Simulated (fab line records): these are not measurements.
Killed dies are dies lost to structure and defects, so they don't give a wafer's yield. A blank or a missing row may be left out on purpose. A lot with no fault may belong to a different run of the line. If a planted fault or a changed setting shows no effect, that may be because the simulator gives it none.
What tool caused it? | flow nandHarc | 24 lots with 72 wafers sampled at 4 steps, on a route of 1159 steps

WHAT THE GAUGES SHOWED, per wafer
NHARC_A_BLC_INSPECT_12. Usual: rawDefectCount at 32, with a standard deviation of 17.
lot  | measured     | on               | rawDefectCount | flag
L074 | day 17 06:22 | defectInspect-02 | 25 27 22       | 
L075 | day 17 15:13 | defectInspect-01 | 20 28 21       | 
L076 | day 17 18:53 | defectInspect-01 | 22 21 29       | 
L077 | day 17 19:44 | defectInspect-01 | 30 25 22       | 
L078 | day 18 22:58 | defectInspect-02 | 35 23 38       | 
L079 | day 19 00:13 | defectInspect-01 | 8 12 13        | 
L080 | day 19 09:36 | defectInspect-02 | 28 24 28       | 
L082 | day 19 11:59 | defectInspect-01 | 40 40 50       | 
L081 | day 19 12:50 | defectInspect-02 | 17 10 10       | 
L083 | day 19 23:10 | defectInspect-02 | 44 54 39       | 
L084 | day 20 05:02 | defectInspect-02 | 19 8 19        | 
L087 | day 20 10:05 | defectInspect-02 | 21 14 11       | 
L085 | day 20 16:11 | defectInspect-02 | 41 45 51       | 
L086 | day 20 20:38 | defectInspect-01 | 31 34 33       | 
L088 | day 20 22:45 | defectInspect-01 | 16 13 16       | 
L089 | day 20 23:20 | defectInspect-02 | 52 53 52       | 
L091 | day 21 16:03 | defectInspect-02 | 41 23 44       | 
L090 | day 21 20:22 | defectInspect-02 | 21 31 30       | 
L092 | day 22 04:02 | defectInspect-02 | 41 58 48       | 
L094 | day 22 10:57 | defectInspect-02 | 70 48 72       | 
L096 | day 22 13:47 | defectInspect-02 | 12 13 7        | 
L095 | day 22 18:51 | defectInspect-02 | 16 12 11       | 
L093 | day 22 19:00 | defectInspect-01 | 67 72 59       | 
L097 | day 23 12:22 | defectInspect-02 | 36 48 40       | 

NHARC_A_M0_INSPECT_11. Usual: rawDefectCount at 32, with a standard deviation of 17.
lot  | measured     | on               | rawDefectCount | flag
L074 | day 17 10:27 | defectInspect-01 | 24 22 20       | 
L075 | day 17 21:38 | defectInspect-01 | 20 29 22       | 
L076 | day 18 00:46 | defectInspect-02 | 21 20 33       | 
L077 | day 18 01:10 | defectInspect-02 | 32 29 22       | 
L078 | day 19 07:27 | defectInspect-02 | 32 19 37       | 
L079 | day 19 09:04 | defectInspect-02 | 14 13 11       | 
L080 | day 19 14:20 | defectInspect-01 | 30 26 30       | 
L082 | day 19 19:46 | defectInspect-01 | 38 39 50       | 
L081 | day 19 19:56 | defectInspect-01 | 15 11 10       | 
L083 | day 20 05:02 | defectInspect-01 | 48 54 44       | 
L084 | day 20 10:53 | defectInspect-01 | 25 11 20       | 
L087 | day 20 14:12 | defectInspect-01 | 21 20 16       | 
L085 | day 20 20:16 | defectInspect-02 | 42 48 52       | 
L086 | day 21 00:46 | defectInspect-02 | 34 33 33       | 
L088 | day 21 10:59 | defectInspect-02 | 16 16 16       | 
L089 | day 21 11:23 | defectInspect-01 | 56 49 55       | 
L091 | day 21 22:08 | defectInspect-02 | 35 27 39       | 
L090 | day 22 05:05 | defectInspect-02 | 21 28 28       | 
L092 | day 22 10:46 | defectInspect-01 | 42 55 48       | 
L094 | day 22 18:31 | defectInspect-02 | 71 46 74       | 
L096 | day 22 19:37 | defectInspect-02 | 12 11 10       | 
L095 | day 23 01:10 | defectInspect-01 | 21 16 12       | 
L093 | day 23 01:34 | defectInspect-02 | 65 72 60       | 
L097 | day 23 16:34 | defectInspect-02 | 31 46 36       | 

NHARC_A_M1_CD_MEAS_09 targets a cd of 120 nm. Usual: cdNm at 120.1 nm, with a standard deviation of 0.71.
lot  | measured     | on       | cdNm (nm)         | flag
L074 | day 17 14:24 | cdSem-02 | 121.1 120.1 120.6 | 
L075 | day 18 01:46 | cdSem-03 | 120.8 120.8 120.8 | 
L076 | day 18 04:39 | cdSem-03 | 120.4 121.1 121.1 | 
L077 | day 18 05:17 | cdSem-01 | 121.0 120.6 121.0 | 
L078 | day 19 11:22 | cdSem-01 | 119.2 120.4 119.5 | 
L079 | day 19 12:57 | cdSem-03 | 119.7 120.1 120.9 | 
L080 | day 19 18:25 | cdSem-03 | 120.1 120.1 120.1 | 
L082 | day 19 23:33 | cdSem-01 | 118.5 120.5 119.4 | 
L081 | day 19 23:58 | cdSem-01 | 120.5 120.6 120.8 | 
L083 | day 20 09:14 | cdSem-03 | 120.5 119.7 119.7 | 
L084 | day 20 14:51 | cdSem-03 | 120.5 120.5 120.7 | 
L087 | day 20 18:31 | cdSem-03 | 121.3 120.7 121.0 | 
L085 | day 21 00:24 | cdSem-02 | 119.3 119.9 120.7 | 
L086 | day 21 05:11 | cdSem-03 | 120.0 120.3 120.4 | 
L088 | day 21 15:16 | cdSem-02 | 119.7 120.3 120.7 | 
L089 | day 21 15:57 | cdSem-02 | 118.2 120.6 119.0 | 
L091 | day 22 02:23 | cdSem-03 | 119.7 119.8 121.0 | 
L090 | day 22 08:52 | cdSem-01 | 119.6 118.9 120.1 | 
L092 | day 22 14:59 | cdSem-03 | 121.1 119.4 119.3 | 
L094 | day 22 22:37 | cdSem-01 | 119.5 120.3 119.2 | 
L096 | day 22 23:44 | cdSem-03 | 118.9 119.5 119.9 | 
L095 | day 23 05:10 | cdSem-01 | 120.1 120.1 119.8 | 
L093 | day 23 05:31 | cdSem-02 | 119.5 119.9 120.0 | 
L097 | day 23 20:24 | cdSem-02 | 120.6 119.7 120.0 | 

WHICH TOOL RAN EACH LOT (tool, then ch and the chambers of the sampled wafers, then the start)
lot  | NHARC_A_BLC_ETCH_18
L074 | rieDiel-13 ch 0,1,3, day 17 10:27 or earlier
L075 | rieDiel-13 ch 0,1, day 17 21:38 or earlier
L076 | rieDiel-02 ch 0,1,2, day 18 00:46 or earlier
L077 | rieDiel-08 ch 0,1,3, day 18 01:10 or earlier
L078 | rieDiel-02 ch 1,2, day 19 07:27 or earlier
L079 | rieDiel-13 ch 1,2, day 19 09:04 or earlier
L080 | rieDiel-13 ch 0,1, day 19 14:20 or earlier
L082 | rieDiel-13 ch 1,2, day 19 19:46 or earlier
L081 | rieDiel-02 ch 0,3, day 19 19:56 or earlier
L083 | rieDiel-08 ch 1,2,3, day 20 05:02 or earlier
L084 | rieDiel-02 ch 1,2,3, day 20 10:53 or earlier
L087 | rieDiel-13 ch 0,1,2, day 20 14:12 or earlier
L085 | rieDiel-13 ch 0,2,3, day 20 20:16 or earlier
L086 | rieDiel-13 ch 1,2,3, day 21 00:46 or earlier
L088 | rieDiel-02 ch 0,2,3, day 21 10:59 or earlier
L089 | rieDiel-13 ch 1,2, day 21 11:23 or earlier
L091 | rieDiel-13 ch 1,2, day 21 22:08 or earlier
L090 | rieDiel-13 ch 0,1, day 22 05:05 or earlier
L092 | rieDiel-08 ch 1,2,3, day 22 10:46 or earlier
L094 | rieDiel-02 ch 0,3, day 22 18:31 or earlier
L096 | rieDiel-08 ch 1,2,3, day 22 19:37 or earlier
L095 | rieDiel-02 ch 2,3, day 23 01:10 or earlier
L093 | rieDiel-02 ch 0,1, day 23 01:34 or earlier
L097 | rieDiel-08 ch 0,1,2, day 23 16:34 or earlier
- NHARC_A_BLC_ETCH_18: etches the open film in C4F8/O2/Ar, target depth 910 nm.

WHAT THE TOOLS THEMSELVES READ (means of the sampled wafers that have a number; where no wafer has one, the mark that the record gives instead)
NHARC_A_BLC_ETCH_18. Usual: oesProductAu 0.955 a.u., standard deviation 0.019; rfVppV 975 V, standard deviation 6.1.
lot  | tool       | oesProductAu (a.u.) | rfVppV (V) | flag
L074 | rieDiel-13 | 0.963               | 975        | 
L075 | rieDiel-13 | 0.932               | 975        | 
L076 | rieDiel-02 | 0.973               | 975        | 
L077 | rieDiel-08 | 0.963               | 971        | 
L078 | rieDiel-02 | 0.957               | 969        | 
L079 | rieDiel-13 | 0.934               | 973        | 
L080 | rieDiel-13 | 0.966               | 975        | 
L082 | rieDiel-13 | 0.938               | 972        | 
L081 | rieDiel-02 | 0.962               | 980        | 
L083 | rieDiel-08 | 0.922               | 976        | 
L084 | rieDiel-02 | 0.928               | 969        | 
L087 | rieDiel-13 | 0.970               | 975        | 
L085 | rieDiel-13 | 0.969               | 974        | 
L086 | rieDiel-13 | 0.965               | 973        | 
L088 | rieDiel-02 | 0.938               | 975        | 
L089 | rieDiel-13 | 0.943               | 972        | 
L091 | rieDiel-13 | 0.963               | 971        | 
L090 | rieDiel-13 | 0.968               | 975        | 
L092 | rieDiel-08 | 0.952               | 981        | 
L094 | rieDiel-02 | 0.971               | 980        | 
L096 | rieDiel-08 | 0.972               | 981        | 
L095 | rieDiel-02 | 0.962               | 969        | 
L093 | rieDiel-02 | 0.961               | 981        | 
L097 | rieDiel-08 | 0.950               | 975        | 

THE ANSWER, worked out from the rows above alone
Rule: a lot is off if the mean of its wafers that have a number lies more than 3 standard deviations from the usual mean. A lot without any number at a reading at which 4 lots or more have one is off too. The other lots that the step has rows for count as sound. The gauges are gone through in route order, then the tools' own readings, and for those a lot's mean is taken as printed above. At the first step where some lot is off, the reading lying furthest off is the one used; lots without a number count as furthest.
No lot is off at any reading shown: from this, nothing can be told.

WHAT WAS PUT IN BY THE SIMULATOR
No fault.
